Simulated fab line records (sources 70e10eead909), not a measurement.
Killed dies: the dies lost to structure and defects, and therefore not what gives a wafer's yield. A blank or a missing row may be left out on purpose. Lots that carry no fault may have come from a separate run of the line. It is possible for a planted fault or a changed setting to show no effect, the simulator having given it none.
fab line records	flow nand_harc
record: lots: 6	wafers: 18	last_day: 32
route steps=1302 shown A_CONTACT@1038 END@1302
lots untouched by any fault: they come from a run of this same line in which no faults occurred
start_h: hours from the record's opening day to when the first of the lot's shown wafers began	wait_h: hours since the lot's step before	" identical to the entry in the row above	L1.1+2: a single row standing in for several wafers	- no value, or no start given	* or withheld: withheld	< > ~ a bound
route shown NAME@n: NAME is a module with steps in the file, n the number in the route of the first one	usual: the fault-free wafers' mean and standard deviation	same: alike in all rows	chamber/n: place in a boat	sites: readings site by site	_std_site: standard deviation of those values	_edge_site: outer sites' mean less inner sites'	radius_mm: for every site, how far away it sits from the centre of the wafer	mask NAME#n: copy n	behind: the last tool/chamber to shape the wafer	hold: the reason the lot was held/the length of the hold in hours/how it ended	device: the n, p or np transistor that did not switch	end of line: tests of these same wafers at the route's end	a step with no rows: only its recipe	killed: the dies lost at the first sort to structure and to defects; this is not the yield of the wafer	map: a wafer's dies, marking killed ones x, the rest . and places with no die _
set.NAME: the setting as run; set.NAME@STEP: as run at that earlier step	model.NAME: the simulator's own value behind a step, which no gauge read
lots seen at some steps along the route; tables by step, rows by wafer
services: from which hour (start_h, from the record's first day; less than 0 if before it) a tool's chamber was out of use, for how many hours, and why
== steps ==
step: NHARC_A_CONTACT_DEVELOP_68
recipe: develop_time_s: 35	dev_temp_c: 23
step: NHARC_A_CONTACT_CD_MEAS_69
recipe: target_cd_nm: 300	landing_energy_ev: 500
usual: cd_nm: 299.9/0.6
lot.wafer	tool	chamber	start_h	wait_h	cd_nm
L301.1	cd_sem-03	0	572.37	-	299.9
L301.3	"	0	"	"	300.6
L301.6	"	0	"	"	299.6
L306.1	cd_sem-01	0	623.13	-	300.0
L306.2	"	0	"	"	300.7
L306.4	"	0	"	"	300.5
L303.1	cd_sem-03	0	631.81	-	299.9
L303.5	"	0	"	"	299.3
L303.6	"	0	"	"	300.1
L307.1	cd_sem-02	0	639.47	-	299.7
L307.3	"	0	"	"	299.2
L307.5	"	0	"	"	299.2
L314.1	cd_sem-01	0	704.56	-	299.8
L314.3	"	0	"	"	299.7
L314.6	"	0	"	"	300.1
L315.1	cd_sem-02	0	708.69	-	300.0
L315.2	"	0	"	"	300.5
L315.3	"	0	"	"	299.9
step: NHARC_A_CONTACT_OVL_MEAS_70
usual: overlay_x_nm: 0.0/0.85	overlay_y_nm: 0.1/1
lot.wafer	tool	chamber	start_h	wait_h	overlay_x_nm	overlay_y_nm
L301.1	overlay-02	-	572.46	-	1.6	0.3
L301.3	"	-	"	"	0.7	0.6
L301.6	"	-	"	"	0.8	0.9
L306.1	overlay-01	-	623.21	-	-1.6	0.6
L306.2	"	-	"	"	-1.2	0.9
L306.4	"	-	"	"	-1.1	1.1
L303.1	overlay-02	-	631.90	-	0.7	0.4
L303.5	"	-	"	"	0.7	0.1
L303.6	"	-	"	"	0.7	0.3
L307.1	overlay-02	-	639.55	-	-0.2	-0.2
L307.3	"	-	"	"	-0.4	-0.8
L307.5	"	-	"	"	0.2	-0.3
L314.1	overlay-02	-	704.64	-	-1.4	-0.5
L314.3	"	-	"	"	-2.2	-0.8
L314.6	"	-	"	"	-1.7	-0.5
L315.1	overlay-01	-	708.78	-	0.0	1.0
L315.2	"	-	"	"	-0.7	0.5
L315.3	"	-	"	"	0.7	1.6
step: NHARC_A_CONTACT_INSPECT_71
usual: raw_defect_count: 79/34
lot.wafer	tool	chamber	start_h	wait_h	raw_defect_count
L301.1	defect_inspect-02	-	572.50	0.0	123
L301.3	"	-	"	"	109
L301.6	"	-	"	"	131
L306.1	defect_inspect-02	-	623.25	0.0	158
L306.2	"	-	"	"	137
L306.4	"	-	"	"	118
L303.1	defect_inspect-01	-	631.94	0.0	99
L303.5	"	-	"	"	84
L303.6	"	-	"	"	96
L307.1	defect_inspect-01	-	639.59	0.0	90
L307.3	"	-	"	"	69
L307.5	"	-	"	"	91
L314.1	defect_inspect-01	-	704.68	0.0	38
L314.3	"	-	"	"	36
L314.6	"	-	"	"	44
L315.1	defect_inspect-02	-	708.81	0.0	63
L315.2	"	-	"	"	65
L315.3	"	-	"	"	91
step: NHARC_A_CONTACT_DESCUM_74
recipe: time_s: 3	o2_flow_sccm: 200	ar_flow_sccm: 0	bias_power_w: 0	chemistry: O2
step: NHARC_A_CONTACT_ETCH_75
recipe: target_depth_a: 390	over_etch_frac: 0.3	time_s: 65	ion_energy_ev: 80	cf4_flow_sccm: 150	ar_flow_sccm: 0	rf_w: 300	bias_w: 100	chemistry: CF4
step: NHARC_A_CONTACT_ETCH_76
recipe: target_depth_a: 2600	over_etch_frac: 0.3	time_s: 475.3	ion_energy_ev: 200	n2_flow_sccm: 150	h2_flow_sccm: 150	ar_flow_sccm: 0	rf_w: 400	bias_w: 150	chemistry: N2/H2
step: NHARC_A_CONTACT_ETCH_77
recipe: target_depth_a: 1089	time_s: 54.5	cf4_flow_sccm: 100	chf3_flow_sccm: 30	ar_flow_sccm: 0	rf_w: 500	bias_w: 200	chemistry: CF4/CHF3
step: NHARC_A_CONTACT_ETCH_78
recipe: target_depth_a: 53000	over_etch_frac: 0.3	time_s: 1378	ion_energy_ev: 150	o2_flow_sccm: 400	cos_flow_sccm: 20	ar_flow_sccm: 0	rf_w: 500	bias_w: 300	chemistry: O2/COS
step: NHARC_A_CONTACT_ETCH_124
recipe: source_w: withheld	pressure_mtorr: 20	bias_v: withheld	time_s: 140	target_depth_a: 7000	ar_flow_sccm: withheld	c4f8_flow_sccm: withheld	o2_flow_sccm: withheld	chemistry: C4F8/O2/Ar
lot.wafer	tool	chamber	start_h	wait_h	rf_hours_counter_h
L301.1	har_cap_etch-02	1	574.30	-	97
L301.3	"	1	"	"	-
L301.6	"	0	"	"	-
L306.2	har_cap_etch-01	1	624.85	-	18
L306.1	"	0	"	"	18
L306.4	"	0	"	"	-
L303.1	har_cap_etch-01	0	633.55	-	19
L303.6	"	0	"	"	-
L303.5	"	1	"	"	-
L307.1	har_cap_etch-03	1	641.20	-	67
L307.3	"	0	"	"	-
L307.5	"	0	"	"	-
L314.1	har_cap_etch-03	0	706.44	-	80
L314.3	"	1	"	"	-
L314.6	"	0	"	"	-
L315.1	har_cap_etch-03	0	710.48	-	82
L315.2	"	1	"	"	82
L315.3	"	1	"	"	-
step: NHARC_A_CONTACT_ETCH_125
recipe: source_w: withheld	pressure_mtorr: 20	bias_v: 3000	time_s: 197	target_depth_a: 19180	ar_flow_sccm: withheld	c4f8_flow_sccm: withheld	o2_flow_sccm: withheld	chemistry: C4F8/O2/Ar
lot.wafer	tool	chamber	start_h	wait_h	rf_hours_counter_h
L301.1	har_cap_etch-02	1	574.50	0.2	97
L301.3	"	1	"	"	-
L301.6	"	0	"	"	-
L306.2	har_cap_etch-01	1	625.05	0.2	18
L306.1	"	0	"	"	18
L306.4	"	0	"	"	-
L303.1	har_cap_etch-01	0	633.75	0.2	19
L303.6	"	0	"	"	-
L303.5	"	1	"	"	-
L307.1	har_cap_etch-03	1	641.40	0.2	67
L307.3	"	0	"	"	-
L307.5	"	0	"	"	-
L314.1	har_cap_etch-03	0	706.64	0.2	81
L314.3	"	1	"	"	-
L314.6	"	0	"	"	-
L315.1	har_cap_etch-03	0	710.68	0.2	82
L315.2	"	1	"	"	82
L315.3	"	1	"	"	-
step: NHARC_A_CONTACT_ETCH_126
recipe: source_w: withheld	pressure_mtorr: 20	bias_v: 3000	time_s: 197	target_depth_a: 19180	ar_flow_sccm: withheld	c4f8_flow_sccm: withheld	o2_flow_sccm: withheld	chemistry: C4F8/O2/Ar
lot.wafer	tool	chamber	start_h	wait_h	rf_hours_counter_h
L301.1	har_cap_etch-02	1	574.67	0.1	97
L301.3	"	1	"	"	-
L301.6	"	0	"	"	-
L306.2	har_cap_etch-01	1	625.23	0.1	18
L306.1	"	0	"	"	18
L306.4	"	0	"	"	-
L303.1	har_cap_etch-01	0	633.93	0.1	20
L303.6	"	0	"	"	-
L303.5	"	1	"	"	-
L307.1	har_cap_etch-03	1	641.58	0.1	67
L307.3	"	0	"	"	-
L307.5	"	0	"	"	-
L314.1	har_cap_etch-03	0	706.82	0.1	81
L314.3	"	1	"	"	-
L314.6	"	0	"	"	-
L315.1	har_cap_etch-03	0	710.86	0.1	83
L315.2	"	1	"	"	83
L315.3	"	1	"	"	-
step: NHARC_A_CONTACT_ETCH_127
recipe: source_w: withheld	pressure_mtorr: 20	bias_v: 3000	time_s: 197	target_depth_a: 19180	ar_flow_sccm: withheld	c4f8_flow_sccm: withheld	o2_flow_sccm: withheld	chemistry: C4F8/O2/Ar
lot.wafer	tool	chamber	start_h	wait_h	rf_hours_counter_h
L301.1	har_cap_etch-02	1	574.85	0.1	97
L301.3	"	1	"	"	-
L301.6	"	0	"	"	-
L306.2	har_cap_etch-01	1	625.40	0.1	18
L306.1	"	0	"	"	18
L306.4	"	0	"	"	-
L303.1	har_cap_etch-01	0	634.10	0.1	20
L303.6	"	0	"	"	-
L303.5	"	1	"	"	-
L307.1	har_cap_etch-03	1	641.76	0.1	67
L307.3	"	0	"	"	-
L307.5	"	0	"	"	-
L314.1	har_cap_etch-03	0	707.00	0.1	81
L314.3	"	1	"	"	-
L314.6	"	0	"	"	-
L315.1	har_cap_etch-03	0	711.03	0.1	83
L315.2	"	1	"	"	83
L315.3	"	1	"	"	-
step: NHARC_A_CONTACT_ETCH_128
recipe: source_w: withheld	pressure_mtorr: 20	bias_v: 3000	time_s: 197	target_depth_a: 19180	ar_flow_sccm: withheld	c4f8_flow_sccm: withheld	o2_flow_sccm: withheld	chemistry: C4F8/O2/Ar
step: NHARC_A_CONTACT_ETCH_129
recipe: source_w: withheld	pressure_mtorr: 20	bias_v: 3000	time_s: 197	target_depth_a: 19180	ar_flow_sccm: withheld	c4f8_flow_sccm: withheld	o2_flow_sccm: withheld	chemistry: C4F8/O2/Ar
step: NHARC_A_CONTACT_ETCH_130
recipe: source_w: withheld	pressure_mtorr: 20	bias_v: 3000	time_s: 197	target_depth_a: 19180	ar_flow_sccm: withheld	c4f8_flow_sccm: withheld	o2_flow_sccm: withheld	chemistry: C4F8/O2/Ar
step: NHARC_A_CONTACT_ETCH_131
recipe: source_w: withheld	pressure_mtorr: 20	bias_v: 3000	time_s: 197	target_depth_a: 19180	ar_flow_sccm: withheld	c4f8_flow_sccm: withheld	o2_flow_sccm: withheld	chemistry: C4F8/O2/Ar
step: NHARC_A_CONTACT_ETCH_132
recipe: source_w: withheld	pressure_mtorr: 20	bias_v: 3000	time_s: 197	target_depth_a: 19240	ar_flow_sccm: withheld	c4f8_flow_sccm: withheld	o2_flow_sccm: withheld	chemistry: C4F8/O2/Ar
step: NHARC_A_CONTACT_ETCH_133
recipe: source_w: withheld	pressure_mtorr: 20	bias_v: 400	time_s: 374	target_depth_a: 16100	ar_flow_sccm: withheld	c4f8_flow_sccm: 11.5	o2_flow_sccm: 7.2	chemistry: C4F8/O2/Ar
lot.wafer	tool	chamber	start_h	wait_h	rf_hours_counter_h
L301.1	har_cap_etch-02	1	575.90	0.1	98
L301.3	"	1	"	"	-
L301.6	"	0	"	"	-
L306.2	har_cap_etch-01	1	626.46	0.1	19
L306.1	"	0	"	"	19
L306.4	"	0	"	"	-
L303.1	har_cap_etch-01	0	635.16	0.1	21
L303.6	"	0	"	"	-
L303.5	"	1	"	"	-
L307.1	har_cap_etch-03	1	642.82	0.1	68
L307.3	"	0	"	"	-
L307.5	"	0	"	"	-
L314.1	har_cap_etch-03	0	708.06	0.1	82
L314.3	"	1	"	"	-
L314.6	"	0	"	"	-
L315.1	har_cap_etch-03	0	712.09	0.1	84
L315.2	"	1	"	"	84
L315.3	"	1	"	"	-
step: NHARC_A_CONTACT_ETCH_91
recipe: target_depth_a: 400	over_etch_frac: 0.5	time_s: 85.7	ion_energy_ev: 120	ch3f_flow_sccm: 50	o2_flow_sccm: 30	ar_flow_sccm: 200	rf_w: 500	bias_w: 100	chemistry: CH3F/O2
usual: drypump_motor_current_A: 5.9/0.37	oes_product_au: 0.939/0.03	rf_vpp_V: 244.0/1.6	showerhead_plenum_p_Torr: 2.43/0.09	throttle_valve_pct: 20.663/0.0084
same: over_etch_frac: 0.5
lot.wafer	tool	chamber	start_h	wait_h	drypump_motor_current_A	oes_product_au	rf_hours_counter_h	rf_vpp_V	showerhead_plenum_p_Torr	throttle_valve_pct
L301.3	rie_diel-03	3	576.69	0.6	6.3	0.926	39	244.3	2.44	20.669
L301.1	"	1	"	"	5.6	0.911	33	245.9	2.52	20.678
L301.6	"	3	"	"	6.3	0.928	-	243.0	2.44	20.661
L306.4	rie_diel-02	0	627.25	0.5	5.6	0.933	13	243.9	2.48	20.670
L306.2	"	1	"	"	6.0	0.911	15	243.9	2.34	20.670
L306.1	"	2	"	"	6.0	0.918	18	241.7	2.29	20.656
L303.1	rie_diel-04	3	635.96	0.7	5.5	1.001	14	244.8	2.49	20.662
L303.5	"	2	"	"	6.3	0.979	-	246.7	2.52	20.652
L303.6	"	3	"	"	5.5	1.019	-	244.9	2.49	20.664
L307.1	rie_diel-04	2	643.62	0.7	6.3	0.914	16	245.6	2.52	20.665
L307.3	"	0	"	"	5.6	0.933	17	242.7	2.31	20.673
L307.5	"	2	"	"	6.3	0.913	-	244.7	2.52	20.670
L314.1	rie_diel-04	1	708.85	0.7	5.6	0.918	28	242.9	2.38	20.659
L314.3	"	2	"	"	6.2	0.904	28	245.8	2.51	20.657
L314.6	"	0	"	"	5.6	0.930	-	242.1	2.30	20.668
L315.1	rie_diel-03	2	712.88	0.7	6.6	1.008	20	246.4	2.65	20.657
L315.2	"	3	"	"	6.3	0.987	20	244.1	2.42	20.672
L315.3	"	0	"	"	5.7	0.994	21	243.7	2.45	20.657
step: NHARC_A_CONTACT_ETCH_97
recipe: target_depth_a: 200	over_etch_frac: 0.5	time_s: 10	ion_energy_ev: 250	c4f6_flow_sccm: 25	o2_flow_sccm: 20	ar_flow_sccm: 500	rf_w: 600	bias_w: 500	chemistry: C4F6/O2
step: NHARC_A_CONTACT_CD_MEAS_80
usual: cd_nm: 289.5/0.68
lot.wafer	tool	chamber	start_h	wait_h	cd_nm
L301.1	cd_sem-03	-	576.90	-	289.7
L301.3	"	-	"	"	289.6
L301.6	"	-	"	"	289.5
L306.1	cd_sem-02	-	627.47	-	289.7
L306.2	"	-	"	"	289.7
L306.4	"	-	"	"	289.7
L303.1	cd_sem-01	-	636.17	-	288.3
L303.5	"	-	"	"	287.7
L303.6	"	-	"	"	288.5
L307.1	cd_sem-03	-	643.84	-	291.0
L307.3	"	-	"	"	290.6
L307.5	"	-	"	"	290.5
L314.1	cd_sem-03	-	709.08	-	289.9
L314.3	"	-	"	"	289.8
L314.6	"	-	"	"	289.3
L315.1	cd_sem-01	-	713.09	-	289.3
L315.2	"	-	"	"	289.6
L315.3	"	-	"	"	289.4
step: NHARC_A_CONTACT_STRIP_103
recipe: n2_flow_sccm: 150	h2_flow_sccm: 150	ar_flow_sccm: 0	bias_w: 0	chemistry: N2/H2
step: NHARC_A_CONTACT_STRIP_104
recipe: cf4_flow_sccm: 100	chf3_flow_sccm: 30	ar_flow_sccm: 0	bias_w: 0	chemistry: CF4/CHF3
step: NHARC_A_CONTACT_STRIP_105
recipe: o2_flow_sccm: 400	cos_flow_sccm: 20	ar_flow_sccm: 0	bias_w: 0	chemistry: O2/COS
step: NHARC_A_CONTACT_ETCH_106
recipe: target_depth_a: 900	overetch_a: 90	time_s: 49.5	ion_energy_ev: 100	cf4_flow_sccm: 80	o2_flow_sccm: 20	ar_flow_sccm: 0	rf_w: 300	bias_w: 100	chemistry: CF4/O2
step: NHARC_A_CONTACT_STRIP_82
recipe: o2_flow_sccm: 500	ar_flow_sccm: 0	bias_w: 0	chemistry: O2
step: NHARC_A_CONTACT_STRIP_83
recipe: time_s: 600	temp_c: 30	chemistry: post_etch_residue_remover
step: NHARC_A_CONTACT_DEP_84
recipe: target_thk_a: 28000	temp_c: 400	material: aC
step: NHARC_A_CONTACT_DEP_85
recipe: target_thk_a: 600	target_thk_nm: 60	temp_c: 400	pressure_torr: 3.5	flow_sccm: 200	rf_w: 350	material: SiON
step: NHARC_A_CONTACT_DEHYDRATE_00
recipe: temp_c: 150	time_s: 120
step: NHARC_A_CONTACT_HMDS_01
recipe: time_s: 30
step: NHARC_A_CONTACT_COAT_86
recipe: temp_c: 260	time_s: 75
step: NHARC_A_CONTACT_COAT_87
recipe: temp_c: 225	time_s: 65
step: NHARC_A_CONTACT_COAT_02
recipe: spin_rpm: 1500	resist_thk_nm: 90
step: NHARC_A_CONTACT_SOFTBAKE_03
recipe: temp_c: 105	time_s: 55
step: NHARC_A_CONTACT_EBR_04
step: NHARC_A_CONTACT_EXPOSE_05
recipe: na: 1.35	sigma_outer: 0.8	dose_mj: 84.24	mask_id: A_CC
step: NHARC_A_CONTACT_PEB_06
recipe: peb_temp_c: 100	peb_time_s: 65
step: NHARC_A_CONTACT_DEVELOP_07
recipe: develop_time_s: 35	dev_temp_c: 23
step: NHARC_A_CONTACT_CD_MEAS_08
recipe: target_cd_nm: 200	landing_energy_ev: 500
usual: cd_nm: 200.0/0.55
lot.wafer	tool	chamber	start_h	wait_h	cd_nm
L301.1	cd_sem-01	0	580.20	-	199.7
L301.3	"	0	"	"	199.8
L301.6	"	0	"	"	199.8
L306.1	cd_sem-03	0	636.19	-	200.7
L306.2	"	0	"	"	200.3
L306.4	"	0	"	"	199.7
L303.1	cd_sem-01	0	640.54	-	199.9
L303.5	"	0	"	"	200.0
L303.6	"	0	"	"	199.9
L307.1	cd_sem-02	0	647.35	-	200.0
L307.3	"	0	"	"	200.2
L307.5	"	0	"	"	199.1
L314.1	cd_sem-03	0	712.49	-	199.0
L314.3	"	0	"	"	198.9
L314.6	"	0	"	"	199.3
L315.1	cd_sem-01	0	716.68	-	201.0
L315.2	"	0	"	"	201.0
L315.3	"	0	"	"	199.9
step: NHARC_A_CONTACT_OVL_MEAS_09
usual: overlay_x_nm: 0.1/0.6	overlay_y_nm: 0.2/0.77
lot.wafer	tool	chamber	start_h	wait_h	overlay_x_nm	overlay_y_nm
L301.1	overlay-01	-	580.29	-	0.1	1.0
L301.3	"	-	"	"	0.2	0.6
L301.6	"	-	"	"	-0.3	0.6
L306.1	overlay-02	-	636.28	-	0.6	0.2
L306.2	"	-	"	"	0.0	-0.3
L306.4	"	-	"	"	0.3	-0.1
L303.1	overlay-01	-	640.63	-	0.3	1.6
L303.5	"	-	"	"	0.7	1.0
L303.6	"	-	"	"	0.5	0.8
L307.1	overlay-01	-	647.44	-	0.6	-0.8
L307.3	"	-	"	"	0.9	-0.9
L307.5	"	-	"	"	0.6	-1.7
L314.1	overlay-02	-	712.58	-	-1.2	-0.8
L314.3	"	-	"	"	-0.8	-1.4
L314.6	"	-	"	"	-1.1	-1.3
L315.1	overlay-02	-	716.77	-	-0.7	0.2
L315.2	"	-	"	"	-1.0	0.1
L315.3	"	-	"	"	-0.6	-0.4
step: NHARC_END_SORT_01
recipe: temp_c: 25
usual: killed_at_array: 51/17	killed_at_other: 1.0/1.2	killed_at_periphery: 3.4/2.5	killed_dies: 56/17	killed_open: 3.3/2.1	killed_short: 2.6/1.6
same: gross_dies: 677
lot.wafer	tool	chamber	start_h	wait_h	killed_at_array	killed_at_other	killed_at_periphery	killed_dies	killed_open	killed_short
L314.1	prober-01	0	769.21	2.5	140	1	3	144	2	2
L314.6	prober-01	0	773.23	4.0	138	1	5	144	2	2
L315.1	prober-01	0	777.01	2.5	150	3	3	156	3	1
killed by level:class
L314.1 A_CONTACT:unspecified=105 A_CHANNEL_HOLE_D1:chamber_film_flake=14 A_SLIT:chamber_film_flake=5 A_BONDPAD:chamber_film_flake=4 A_CONTACT:chamber_film_flake=3 P_ZERO_WELL:chamber_film_flake=2 A_STAIRCASE:chamber_film_flake=2 A_WL_FILL:chamber_film_flake=2
L314.6 A_CONTACT:unspecified=103 A_CHANNEL_HOLE_D1:chamber_film_flake=13 P_ZERO_WELL:chamber_film_flake=4 A_CONTACT:chamber_film_flake=4 A_BONDPAD:chamber_film_flake=4 A_STAIRCASE:chamber_film_flake=3 A_SLIT:chamber_film_flake=3 A_CHANNEL_HOLE_D2:chamber_film_flake=2
L315.1 A_CONTACT:unspecified=104 A_CHANNEL_HOLE_D2:chamber_film_flake=17 A_CHANNEL_HOLE_D1:chamber_film_flake=16 A_SLIT:chamber_film_flake=3 THIN_TSV:chamber_film_flake=3 P_CONTACT:chamber_film_flake=2 A_SGD_CUT:chamber_film_flake=2 A_BONDPAD:chamber_film_flake=2
map L314.1 (x killed, . not)
____________.____________
_________......._________
_______..........._______
______............x______
_____..............._____
____.................____
____...x.........x...____
___.............x.....___
___...................___
__.....................__
__.....................__
_....x...x...xx......x.._
_......x....xxxxx..x...._
_.........xxxxxx..x....x_
_.........xxxxxxx...xx.._
_.........xxxxxxxxxx.x.._
........xxxxxxxxxxxxxx...
.........xxxxxxxxxxx.xx..
.....x....xxxxxxxxxxxx...
.........xxxxxxxxxx..x..x
.........xxxxxxxxx.....x.
_..x.....xxxxxxxx.x....._
_..........xxxxxx......._
_..........xxxxxx......._
_........x..x.xx.......x_
_...........x..........x_
__.............x.....x.__
__..................x.x__
___......x........x...___
___...................___
____.................____
____.....x...........____
_____........x.....x_____
______.............______
_______..........._______
_________......._________
____________.____________
map L315.1 (x killed, . not)
____________.____________
_________......._________
_______..........._______
______x............______
_____..............._____
____.................____
____.................____
___...................___
___...................___
__.....................__
__...................x.__
_.........x...x.......x._
_.........x.xxxx.x.xxx.._
_.........xxxxxxxx.xxxxx_
_........xxxxxxxxxx.xxx._
_........xxxxxxxxx.xxxxx_
...x.....xxxxxxxxxxx..x..
.........xxxxxxxxxxxxxxxx
x.......xxxxxxxxxxxx..xx.
.......x.xxxxxxxxxx.xx...
.........xxxxxxxxxx.x....
_.........xxxxxxxx......_
_.........xxxxxxx......._
_..........xxxxx....x..._
_...........xx.xx.....x._
_......................._
__...........x....x...x__
__....................x__
___..x................___
___...................___
____.........x.......____
____...........x.....____
_____..............._____
______.....x.......______
_______..........._______
_________......._________
____________.____________
== services ==
tool	chamber	start_h	hours	kind
rie_diel-04	0	565.40	-	clean
rie_diel-04	1	565.40	-	clean
rie_diel-04	2	565.40	-	clean
rie_diel-04	3	565.40	-	clean
rie_diel-02	-	572.22	9.0	pm
rie_diel-04	0	589.90	-	clean
rie_diel-04	1	589.90	-	clean
rie_diel-04	2	589.90	-	clean
rie_diel-04	3	589.90	-	clean
rie_diel-04	0	614.40	-	clean
rie_diel-04	1	614.40	-	clean
rie_diel-04	2	614.40	-	clean
rie_diel-04	3	614.40	-	clean
rie_diel-03	-	635.98	9.0	pm
rie_diel-04	0	638.90	-	clean
rie_diel-04	1	638.90	-	clean
rie_diel-04	2	638.90	-	clean
rie_diel-04	3	638.90	-	clean
rie_diel-04	0	663.40	-	clean
rie_diel-04	1	663.40	-	clean
rie_diel-03	2	686.75	4.4	repair
rie_diel-03	1	698.73	5.7	repair
har_cap_etch-02	-	702.83	0.5	repair
rie_diel-04	-	708.93	9.0	pm
== key ==
first_sign: step: NHARC_END_SORT_01	reading: killed_at_array	direction: up	sigmas: 5.4	usual: 51	struck: 143
effect: step: NHARC_END_SORT_01	reading: killed_dies	direction: up	sigmas: 5.4	usual: 56	struck: 148
more_kills_born_at: NHARC_A_CONTACT_ETCH_127@har_cap_etch-03: 299
met_at NHARC_A_CONTACT_ETCH_127
struck_wafers L314.1,L314.6,L315.1
tester_left_out L314,L315
onset_between 641.76 707.00
fault: kind: chamber_particle_source	tool: har_cap_etch-03	chamber: 0	onset_h: 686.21	steps: NHARC_A_CONTACT_ETCH_127	rate_per_visit_cm2: 1.8926	end_h: 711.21
tester_left_out: of these lots the tester's yield and bins aren't shown, on N5 and GAA mostly nor the transistor test; their killed dies are dies lost to structure and defects alone, not to doping, threshold or leakage, so they don't give the yield
